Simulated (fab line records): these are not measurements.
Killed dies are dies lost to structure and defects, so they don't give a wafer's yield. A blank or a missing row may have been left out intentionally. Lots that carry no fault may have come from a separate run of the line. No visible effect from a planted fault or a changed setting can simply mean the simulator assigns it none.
Matching of chambers || flow n5-finfet || 3 sister chambers for N5_BEOL_M15_DEP_53 on pecvd-03
The step deposits SiCN from 3MS/NH3, target thk 50 nm, time 17.8 s. 14 wafers are shown with their chamber, then 7 later ones without.

== WAFERS WITH THEIR CHAMBER ==
{"wafer": "L080.1", "chamber": 0, "throttle-valve-pct (%)": 18.9, "rf-fwd-power-W (W)": 665, "showerhead-plenum-p-Torr (Torr)": 4.175}
{"wafer": "L080.3", "chamber": 1, "throttle-valve-pct (%)": 17.4, "rf-fwd-power-W (W)": 660, "showerhead-plenum-p-Torr (Torr)": 4.142}
{"wafer": "L080.4", "chamber": 1, "throttle-valve-pct (%)": 17.7, "rf-fwd-power-W (W)": 661, "showerhead-plenum-p-Torr (Torr)": 4.148}
{"wafer": "L081.2", "chamber": 2, "throttle-valve-pct (%)": 16.6, "rf-fwd-power-W (W)": 669, "showerhead-plenum-p-Torr (Torr)": 4.155}
{"wafer": "L081.3", "chamber": 1, "throttle-valve-pct (%)": 17.5, "rf-fwd-power-W (W)": 660, "showerhead-plenum-p-Torr (Torr)": 4.145}
{"wafer": "L081.4", "chamber": 2, "throttle-valve-pct (%)": 16.7, "rf-fwd-power-W (W)": 672, "showerhead-plenum-p-Torr (Torr)": 4.150}
{"wafer": "L086.4", "chamber": 0, "throttle-valve-pct (%)": 19.0, "rf-fwd-power-W (W)": 667, "showerhead-plenum-p-Torr (Torr)": 4.159}
{"wafer": "L086.5", "chamber": 2, "throttle-valve-pct (%)": 16.7, "rf-fwd-power-W (W)": 668, "showerhead-plenum-p-Torr (Torr)": 4.159}
{"wafer": "L086.6", "chamber": 1, "throttle-valve-pct (%)": 17.7, "rf-fwd-power-W (W)": 663, "showerhead-plenum-p-Torr (Torr)": 4.144}
{"wafer": "L091.1", "chamber": 1, "throttle-valve-pct (%)": 17.7, "rf-fwd-power-W (W)": 662, "showerhead-plenum-p-Torr (Torr)": 4.136}
{"wafer": "L091.2", "chamber": 0, "throttle-valve-pct (%)": 19.3, "rf-fwd-power-W (W)": 666, "showerhead-plenum-p-Torr (Torr)": 4.178}
{"wafer": "L091.3", "chamber": 2, "throttle-valve-pct (%)": 16.5, "rf-fwd-power-W (W)": 669, "showerhead-plenum-p-Torr (Torr)": 4.160}
{"wafer": "L093.1", "chamber": 0, "throttle-valve-pct (%)": 19.1, "rf-fwd-power-W (W)": 664, "showerhead-plenum-p-Torr (Torr)": 4.163}
{"wafer": "L093.2", "chamber": 1, "throttle-valve-pct (%)": 17.7, "rf-fwd-power-W (W)": 660, "showerhead-plenum-p-Torr (Torr)": 4.151}

SIGNATURES (means of the wafers above)
{"reading": "throttle-valve-pct", "chamber 0": 19.075, "chamber 1": 17.617, "chamber 2": 16.625, "scatter within a chamber": 0.136}
{"reading": "rf-fwd-power-W", "chamber 0": 665.50, "chamber 1": 661.00, "chamber 2": 669.50, "scatter within a chamber": 1.41}
{"reading": "showerhead-plenum-p-Torr", "chamber 0": 4.16875, "chamber 1": 4.14433, "chamber 2": 4.15600, "scatter within a chamber": 0.00638}
Rule: a wafer lies at a distance from a chamber equal to the root of the sum of squares, over the readings, of (its reading less the chamber's mean, divided by the reading's scatter). If the next closest chamber is less than 2 further off than the closest, the wafer can't be placed; otherwise it belongs to the closest. The scatter: the root of (the sum of the squares of (reading less its chamber's mean) over the shown wafers, divided by (wafers less chambers)).

== WAFERS WITH NO CHAMBER GIVEN ==
{"wafer": "L093.4", "throttle-valve-pct (%)": 16.6, "rf-fwd-power-W (W)": 670, "showerhead-plenum-p-Torr (Torr)": 4.157}
{"wafer": "L095.2", "throttle-valve-pct (%)": 19.3, "rf-fwd-power-W (W)": 669, "showerhead-plenum-p-Torr (Torr)": 4.166}
{"wafer": "L095.4", "throttle-valve-pct (%)": 17.9, "rf-fwd-power-W (W)": 667, "showerhead-plenum-p-Torr (Torr)": 4.136}
{"wafer": "L095.6", "throttle-valve-pct (%)": 16.6, "rf-fwd-power-W (W)": 665, "showerhead-plenum-p-Torr (Torr)": 4.164}
{"wafer": "L094.2", "throttle-valve-pct (%)": 19.5, "rf-fwd-power-W (W)": 667, "showerhead-plenum-p-Torr (Torr)": 4.166}
{"wafer": "L094.5", "throttle-valve-pct (%)": 19.2, "rf-fwd-power-W (W)": 667, "showerhead-plenum-p-Torr (Torr)": 4.154}
{"wafer": "L094.6", "throttle-valve-pct (%)": 16.4, "rf-fwd-power-W (W)": 667, "showerhead-plenum-p-Torr (Torr)": 4.153}

== EACH ONE'S CHAMBER ==
{"wafer": "L093.4", "from the rows above": 2, "in truth": 2}
{"wafer": "L095.2", "from the rows above": 0, "in truth": 0}
{"wafer": "L095.4", "from the rows above": 1, "in truth": 1}
{"wafer": "L095.6", "from the rows above": 2, "in truth": 2}
{"wafer": "L094.2", "from the rows above": 0, "in truth": 0}
{"wafer": "L094.5", "from the rows above": 0, "in truth": 0}
{"wafer": "L094.6", "from the rows above": 2, "in truth": 2}
Placed correctly: 7 of 7. From these rows, 0 cannot be placed. Wrongly placed: 0.
